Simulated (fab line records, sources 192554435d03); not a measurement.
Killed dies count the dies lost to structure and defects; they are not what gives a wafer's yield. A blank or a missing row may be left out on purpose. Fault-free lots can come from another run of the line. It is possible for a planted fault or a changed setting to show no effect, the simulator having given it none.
Chamber matching / flow n5-finfet / N5_FIN_SAQP_MANDREL_ETCH_22 on rie-si-03: 4 sister chambers
The step etches a-Si in HBr/Cl2, stops on SiNx, target depth 60 nm, bt time 10 s, time 30 s. 8 wafers are shown with their chamber, then 8 later ones without.

WAFERS, EACH WITH ITS CHAMBER
wafer=L074.6; chamber=3; drypump-motor-current-A (A)=6.3; throttle-valve-pct (%)=35.57
wafer=L078.6; chamber=1; drypump-motor-current-A (A)=4.8; throttle-valve-pct (%)=35.45
wafer=L081.3; chamber=3; drypump-motor-current-A (A)=6.3; throttle-valve-pct (%)=35.58
wafer=L081.4; chamber=2; drypump-motor-current-A (A)=5.8; throttle-valve-pct (%)=35.64
wafer=L093.1; chamber=0; drypump-motor-current-A (A)=4.7; throttle-valve-pct (%)=35.78
wafer=L093.2; chamber=1; drypump-motor-current-A (A)=4.8; throttle-valve-pct (%)=35.50
wafer=L093.6; chamber=2; drypump-motor-current-A (A)=5.7; throttle-valve-pct (%)=35.62
wafer=L094.1; chamber=0; drypump-motor-current-A (A)=4.7; throttle-valve-pct (%)=35.79

WAFERS WHOSE CHAMBER IS MISSING
wafer=L094.4; drypump-motor-current-A (A)=6.3; throttle-valve-pct (%)=35.55
wafer=L094.5; drypump-motor-current-A (A)=4.7; throttle-valve-pct (%)=35.79
wafer=L095.1; drypump-motor-current-A (A)=4.7; throttle-valve-pct (%)=35.78
wafer=L095.2; drypump-motor-current-A (A)=5.7; throttle-valve-pct (%)=35.68
wafer=L095.3; drypump-motor-current-A (A)=6.3; throttle-valve-pct (%)=35.58
wafer=L095.4; drypump-motor-current-A (A)=4.8; throttle-valve-pct (%)=35.47
wafer=L095.5; drypump-motor-current-A (A)=5.8; throttle-valve-pct (%)=35.67
wafer=L095.6; drypump-motor-current-A (A)=6.3; throttle-valve-pct (%)=35.56

WHICH CHAMBER EACH ONE RAN IN
wafer=L094.4; from the rows above=3; in truth=3
wafer=L094.5; from the rows above=0; in truth=0
wafer=L095.1; from the rows above=0; in truth=0
wafer=L095.2; from the rows above=2; in truth=2
wafer=L095.3; from the rows above=3; in truth=3
wafer=L095.4; from the rows above=1; in truth=1
wafer=L095.5; from the rows above=2; in truth=2
wafer=L095.6; from the rows above=3; in truth=3
Correct placement for 8 of the 8. From these rows, 0 cannot be placed. Wrongly placed: 0.
How it was worked out, from the rows above alone: a wafer's distance from a chamber is the root of the sum, over the readings, of the square of ((its reading less the chamber's mean) divided by the reading's scatter). The wafer belongs to the nearest chamber; if the next one is less than 2 further off, it can't be placed. Each chamber's mean is taken over the wafers shown for it. The scatter: take each reading less its chamber's mean, square it, sum over the shown wafers, divide by the number of wafers less the number of chambers, and take the root.
